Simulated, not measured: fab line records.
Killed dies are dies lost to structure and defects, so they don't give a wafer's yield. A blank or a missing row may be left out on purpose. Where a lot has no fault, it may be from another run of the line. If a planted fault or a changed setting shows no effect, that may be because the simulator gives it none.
Split-lot study / flow n5Finfet / route with 1938 steps; 7 lots, 21 wafers read

== THE SPLIT ==
At N5_HKMG_FIN_ETCH_35 (etches SOC in N2/H2, target depth 215.8 nm, time 243.4 s), the setting sourceW was moved away from the recipe's 3000 W on 11 of the 21 wafers read, by -4.8% to +17.9%. All remaining wafers had this setting at the recipe value.

Reading taken at the split's own step.

== THE READING ==
rfVppV, in V, at N5_HKMG_FIN_ETCH_35 (etches SOC in N2/H2, target depth 215.8 nm, time 243.4 s). Typical for fault-free wafers on this fab line: 141.9 V, with standard deviation 1 V.

wafer=L075.1; tool, chamber at the split=rieDiel-04, 2; sourceW as run, W=3537; against the recipe=+17.9%; rfVppV, V=133.6; against lot-mates on the recipe=-7.1
wafer=L075.3; tool, chamber at the split=rieDiel-04, 0; sourceW as run, W=3537; against the recipe=+17.9%; rfVppV, V=134.6; against lot-mates on the recipe=-6.1
wafer=L075.6; tool, chamber at the split=rieDiel-04, 2; sourceW as run, W=3000; against the recipe=recipe; rfVppV, V=140.7; against lot-mates on the recipe=-
wafer=L077.1; tool, chamber at the split=rieDiel-05, 1; sourceW as run, W=3498; against the recipe=+16.6%; rfVppV, V=135.5; against lot-mates on the recipe=-8.4
wafer=L077.2; tool, chamber at the split=rieDiel-05, 0; sourceW as run, W=3000; against the recipe=recipe; rfVppV, V=143.9; against lot-mates on the recipe=-
wafer=L077.5; tool, chamber at the split=rieDiel-05, 1; sourceW as run, W=3498; against the recipe=+16.6%; rfVppV, V=133.6; against lot-mates on the recipe=-10.3
wafer=L078.2; tool, chamber at the split=rieDiel-04, 0; sourceW as run, W=3000; against the recipe=recipe; rfVppV, V=143.2; against lot-mates on the recipe=-
wafer=L078.3; tool, chamber at the split=rieDiel-04, 1; sourceW as run, W=2857; against the recipe=-4.8%; rfVppV, V=144.1; against lot-mates on the recipe=+0.9
wafer=L078.4; tool, chamber at the split=rieDiel-04, 2; sourceW as run, W=2857; against the recipe=-4.8%; rfVppV, V=143.7; against lot-mates on the recipe=+0.5
wafer=L081.2; tool, chamber at the split=rieDiel-04, 3; sourceW as run, W=3269; against the recipe=+9.0%; rfVppV, V=137.7; against lot-mates on the recipe=-3.2
wafer=L081.3; tool, chamber at the split=rieDiel-04, 0; sourceW as run, W=3000; against the recipe=recipe; rfVppV, V=140.9; against lot-mates on the recipe=-
wafer=L081.5; tool, chamber at the split=rieDiel-04, 3; sourceW as run, W=3269; against the recipe=+9.0%; rfVppV, V=137.0; against lot-mates on the recipe=-3.9
wafer=L090.4; tool, chamber at the split=rieDiel-04, 3; sourceW as run, W=3000; against the recipe=recipe; rfVppV, V=142.0; against lot-mates on the recipe=-
wafer=L090.5; tool, chamber at the split=rieDiel-04, 3; sourceW as run, W=3000; against the recipe=recipe; rfVppV, V=141.9; against lot-mates on the recipe=-
wafer=L090.6; tool, chamber at the split=rieDiel-04, 2; sourceW as run, W=3344; against the recipe=+11.5%; rfVppV, V=136.2; against lot-mates on the recipe=-5.8
wafer=L091.2; tool, chamber at the split=rieDiel-04, 1; sourceW as run, W=3000; against the recipe=recipe; rfVppV, V=142.4; against lot-mates on the recipe=-
wafer=L091.5; tool, chamber at the split=rieDiel-04, 0; sourceW as run, W=3000; against the recipe=recipe; rfVppV, V=143.7; against lot-mates on the recipe=-
wafer=L091.6; tool, chamber at the split=rieDiel-04, 3; sourceW as run, W=3000; against the recipe=recipe; rfVppV, V=141.7; against lot-mates on the recipe=-
wafer=L092.2; tool, chamber at the split=rieDiel-05, 2; sourceW as run, W=3301; against the recipe=+10.0%; rfVppV, V=137.2; against lot-mates on the recipe=-4.4
wafer=L092.3; tool, chamber at the split=rieDiel-05, 3; sourceW as run, W=3000; against the recipe=recipe; rfVppV, V=141.6; against lot-mates on the recipe=-
wafer=L092.6; tool, chamber at the split=rieDiel-05, 2; sourceW as run, W=3301; against the recipe=+10.0%; rfVppV, V=136.9; against lot-mates on the recipe=-4.7

FIT RESULTS
A straight line over all 21 wafers: rfVppV changes by -0.462 V for each +1% of sourceW; r = -0.97; the points scatter about the line by 0.9 V.
The same after taking each lot's own level away (the mean of its wafers on the recipe; 21 wafers): -0.431 V for each +1%; r = -0.96; scatter 1 V.
On that fit, the largest move of sourceW shifts the reading by 7.7 V.
The span of the lots' own levels, 140.70 to 143.90 V, comes to 3.2 times the standard deviation stated above.
Consequently the slope shifts little with the lot-to-lot level, the two slopes agreeing.
Check: with one of the wafers moved furthest among these (+17.9%) left out of the fit, the line predicts -8.17 V for it against its lot-mates. Against them it came out at -7.1 V.
Tool readings at the split's step, against how far the setting was moved: rfVppV r = -0.97.

== FURTHER SPLITS ON THESE WAFERS ==
Other splits were also applied to these wafers ahead of the reading. Each is held against what the fit with the lots' levels taken away leaves over:
other split on the same wafers=N5_SDB_COAT_05 spinRpm; wafers away from the commonest value=7; r with rfVppV (lot level and that fit taken away)=-0.01
other split on the same wafers=N5_SDB_ETCH_18 sourceW; wafers away from the commonest value=5; r with rfVppV (lot level and that fit taken away)=-0.11
other split on the same wafers=N5_HKMG_FIN_PEB_10 pebTimeS; wafers away from the commonest value=6; r with rfVppV (lot level and that fit taken away)=-0.17

== THE WHOLE CHAIN: every reading that the file lists as answering this split, in the file's order ==
step=N5_HKMG_FIN_ETCH_35; what it does=etches SOC in N2/H2, target depth 215.8 nm, time 243.4 s; reading=rfVppV; change (the file's fit)=-0.452 V for each +1% of the setting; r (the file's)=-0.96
step=N5_HKMG_FIN_ETCH_35; what it does=etches SOC in N2/H2, target depth 215.8 nm, time 243.4 s; reading=etch.depthNm (the simulator's own value, which no gauge read); change (the file's fit)=+1.62 nm for each +1% of the setting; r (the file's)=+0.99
step=N5_HKMG_FIN_ETCH_35; what it does=etches SOC in N2/H2, target depth 215.8 nm, time 243.4 s; reading=SOC_of_HKMG_FIN_COAT_29.thkNm (the simulator's own value, which no gauge read); change (the file's fit)=-1.58 nm for each +1% of the setting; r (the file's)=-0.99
step=N5_HKMG_FIN_ETCH_35; what it does=etches SOC in N2/H2, target depth 215.8 nm, time 243.4 s; reading=HKMG_FIN.featureDepthNm (the simulator's own value, which no gauge read); change (the file's fit)=+1.62 nm for each +1% of the setting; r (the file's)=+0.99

== FILE'S OWN FIT ==
rfVppV changes by -0.452 V for each +1% of sourceW, r = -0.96.
